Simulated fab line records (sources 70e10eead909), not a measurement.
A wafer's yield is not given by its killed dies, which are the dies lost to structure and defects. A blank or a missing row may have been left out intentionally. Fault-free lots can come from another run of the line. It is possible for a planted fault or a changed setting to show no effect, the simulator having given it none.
Struck lot and sound lot, side by side + flow nand-harc + 15 out of 1302 route steps
Sound: wafers L748.1, L748.2, L748.6. Wafers L746.3, L746.5, L746.6 were the ones struck. At the end, the cause is stated.
Per side, at each step with rows, come the tool, then ch with its chambers, and then its first start. Under that, the readings that differ: sound wafers + struck wafers + difference of the means + sigmas: that difference in standard deviations of wafers without a fault.
alike: readings with means less than 2 such deviations apart, plus words and numbers identical on both sides. not compared: withheld readings, readings lacking a value on some wafer, bounds such as >300 that could conceal the same value, and numbers that have no deviation in the record and whose values overlap.
A row with sigmas, a row that says differs or no value, or rows on one side alone: a step with any of these is where the two part. Numbers that have no deviation but don't overlap get no sigmas and don't part them. A reading missing from all wafers of one side parts the sides only when that side holds two or more wafers.

first, 5 steps without rows for these wafers: NHARC_P_M1_SOFTBAKE_04 (time 55 s); NHARC_P_M1_EBR_05; NHARC_P_M1_EXPOSE_06 (exposes mask P M1, target cd 130 nm); NHARC_P_M1_PEB_07 (peb time 65 s); NHARC_P_M1_DEVELOP_08 (develop time 35 s).
NHARC_P_M1_CD_MEAS_09: target cd 130 nm.
  sound on cd-sem-02 ch 0, day 12 09:37; struck on cd-sem-03 ch 0, day 11 03:11
  alike: cd-nm
NHARC_P_M1_OVL_MEAS_10: pitch 260 nm.
  sound on overlay-02, day 12 09:43; struck on overlay-01, day 11 03:16
  alike: overlay-x-nm, overlay-y-nm
NHARC_P_M1_INSPECT_11:
  sound on defect-inspect-02, day 12 09:45; struck on defect-inspect-02, day 11 03:19
  alike: raw-defect-count
NHARC_P_M1_DESCUM_14: chemistry O2, time 3 s.
  sound on rie-diel-06 ch 0,1,3, day 12 09:49; struck on rie-diel-13 ch 0,2, day 11 03:22
  alike: drypump-motor-current-A, oes-product-au, rf-vpp-V, showerhead-plenum-p-Torr, throttle-valve-pct
  not compared: rf-hours-counter-h
NHARC_P_M1_ETCH_35: etches the open film in N2/H2, target depth 40 nm, overetch 12 nm, time 43.94 s.
  sound on rie-diel-06 ch 0,3, day 12 09:53; struck on rie-diel-13 ch 1,2, day 11 03:29
  alike: drypump-motor-current-A, oes-product-au, rf-vpp-V, showerhead-plenum-p-Torr, throttle-valve-pct
  not compared: rf-hours-counter-h
NHARC_P_M1_ETCH_15: etches the open film in C4F8/Ar, target depth 182.5 nm, time 91.2 s.
  sound on rie-diel-06 ch 1,2; struck on rie-diel-13 ch 1,2
  alike: oes-product-au, rf-vpp-V
  not compared: rf-hours-counter-h
NHARC_P_M1_CD_MEAS_16:
  sound on cd-sem-01, day 12 10:07; struck on cd-sem-01, day 11 03:43
  alike: cd-nm
NHARC_P_M1_STRIP_18: strips in N2/H2.
  sound on rie-diel-13 ch 1,2, day 12 10:11; struck on rie-diel-06 ch 0,3, day 11 03:47
  no value came back on the struck wafers for any of 7 readings (bias-w (W), chamber-pressure-mTorr (mTorr) and others); on the sound wafers bias-w (W) reads 0 0 0
  not compared: rf-hours-counter-h
NHARC_P_M1_ETCH_28: etches the open film in CF4/N2, target depth 30 nm, time 72.99 s.
  sound on rie-diel-13 ch 0,2,3; struck on rie-diel-06 ch 0,1, day 11 04:02
| reading                | sound                | struck               | difference | sigmas |
|------------------------|----------------------|----------------------|------------|--------|
| throttle-valve-pct (%) | 19.781 19.792 19.781 | 19.800 19.812 19.797 | +0.018     | +2     |
  alike: cf4-flow-sccm, drypump-motor-current-A, oes-product-au, rf-vpp-V, showerhead-plenum-p-Torr
  not compared: rf-hours-counter-h
-- break in the record here, with 19 days between the starts of the struck wafers on either side (left off in module P_M1, picked up again in module END, where the first step shown is number 1302 on the route) --
NHARC_END_SORT_01:
  sound on prober-01 ch 0, day 31 09:02; struck on prober-02 ch 0, day 29 17:02
| reading                  | sound       | struck                                                               | difference                   | sigmas      |
|--------------------------|-------------|----------------------------------------------------------------------|------------------------------|-------------|
| hold                     | - - -       | await-dispo/5.6h/scrap await-dispo/5.6h/scrap await-dispo/5.6h/scrap | no value on the sound wafers |             |
| defect-limited-yield (%) | 90 87 91    | 5 5 4                                                                | -85                          | -28         |
| killed-at-array          | 68 80 58    | 18 21 22                                                             | -48                          | -2          |
| killed-at-periphery      | 3 9 1       | 625 625 629                                                          | +622                         | +99 or more |
| killed-dies              | 71 89 60    | 644 646 652                                                          | +574                         | +29         |
| sort_bin_2_pct (%)       | 4.4 4.3 4.0 | 93.5 92.9 93.2                                                       | +89.0                        | +64         |
| sort_bin_4_pct (%)       | 5.5 7.8 4.1 | 1.5 2.5 3.0                                                          | -3.5                         | -2          |
| sort-n-pass              | 606 588 617 | 33 31 25                                                             | -574                         | -29         |
| sort-rim-yield-pct (%)   | 90 91 88    | 1 5 16                                                               | -82                          | -19         |
| sort-yield-pct (%)       | 90 87 91    | 5 5 4                                                                | -85                          | -28         |
  alike: killed-at-other, killed-open, killed-short, sort_bin_3_pct

WHERE THEY PART
Earliest at NHARC_P_M1_STRIP_18; latest, in this record, at NHARC_END_SORT_01.

WHY: what had been put in by the simulator
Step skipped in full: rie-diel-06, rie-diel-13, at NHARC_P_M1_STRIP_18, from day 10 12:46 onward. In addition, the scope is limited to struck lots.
